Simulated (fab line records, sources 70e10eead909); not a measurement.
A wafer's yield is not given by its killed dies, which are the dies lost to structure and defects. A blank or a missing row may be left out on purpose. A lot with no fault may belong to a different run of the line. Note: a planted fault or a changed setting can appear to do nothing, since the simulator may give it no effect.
A struck lot beside a sound one / flow nandHarc / 16 steps out of a route of 1302
Sound: the wafers L417.1, L417.2, L417.3. Wafers struck: L434.1, L434.2, L434.6. The cause is named last.
At each step with rows: each side's tool, then ch and its chambers, then its first start. Under that, the readings that differ: sound wafers / struck wafers / difference of the means / sigmas: that difference in standard deviations of wafers without a fault.
alike: readings with means less than 2 such deviations apart, plus words and numbers identical on both sides. not compared: withheld readings, readings lacking a value on some wafer, bounds such as >300 that could conceal the same value, and numbers that have no deviation in the record and whose values overlap.
The two part at a step that has a row with sigmas, a row that says differs or no value, or rows on one side only. When numbers do not overlap yet have no deviation, they are printed without sigmas and do not part them. A reading missing from all wafers of one side parts the sides only when that side holds two or more wafers.

first, 1 step without rows for these wafers: NHARC_P_ZERO_WELL_HARDBAKE_25 (time 80 s).
NHARC_P_ZERO_WELL_DESCUM_26: chemistry O2, time 3 s.
  sound on rieDiel-05 ch 0,1,2, day 3 14:48; struck on rieDiel-09 ch 1,2, day 10 16:38
  alike: drypumpMotorCurrentA, o2FlowSccm, oesProductAu, rfVppV, showerheadPlenumPTorr, throttleValvePct
  not compared: rfHoursCounterH
then, 10 steps without rows for these wafers: NHARC_P_ZERO_WELL_IMPLANT_27; NHARC_P_ZERO_WELL_IMPLANT_57; NHARC_P_ZERO_WELL_IMPLANT_58; NHARC_P_ZERO_WELL_STRIP_28 (strips in SPM, time 840 s); NHARC_P_ZERO_WELL_DEHYDRATE_29 (time 120 s); NHARC_P_ZERO_WELL_HMDS_30 (time 30 s); NHARC_P_ZERO_WELL_COAT_31; NHARC_P_ZERO_WELL_SOFTBAKE_32 (time 95 s); NHARC_P_ZERO_WELL_EBR_33; NHARC_P_ZERO_WELL_EXPOSE_34 (exposes mask P PWELL, target cd 720 nm).
NHARC_P_ZERO_WELL_PEB_35: peb time 85 s.
  sound on lithoTrack-05 ch 0, day 3 16:11; struck on lithoTrack-03 ch 0, day 10 17:53
reading=heaterPowerTotalW (W); sound=163.95 164.26 164.36; struck=157.45 158.04 157.44; difference=-6.55; sigmas=-24
reading=plateTempC (C); sound=117.95 117.96 117.96; struck=114.79 114.44 114.40; difference=-3.41; sigmas=-28
then, 1 step without rows for these wafers: NHARC_P_ZERO_WELL_DEVELOP_36 (time 70 s).
NHARC_P_ZERO_WELL_CD_MEAS_37: the cd target is 720 nm.
  sound on cdSem-01 ch 0, day 3 16:16; struck on cdSem-01 ch 0, day 10 17:59
reading=cdNm (nm); sound=719.9 720.0 719.6; struck=714.4 715.0 718.0; difference=-4.0; sigmas=-2
then, 1 step without rows for these wafers: NHARC_P_ZERO_WELL_HARDBAKE_38 (time 80 s).

## WHERE THEY PART
Last at NHARC_P_ZERO_WELL_CD_MEAS_37 as far as this record goes, first at NHARC_P_ZERO_WELL_PEB_35.

WHY: what had been put in by the simulator
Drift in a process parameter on lithoTrack-03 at NHARC_P_ZERO_WELL_PEB_35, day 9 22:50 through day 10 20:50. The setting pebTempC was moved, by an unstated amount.
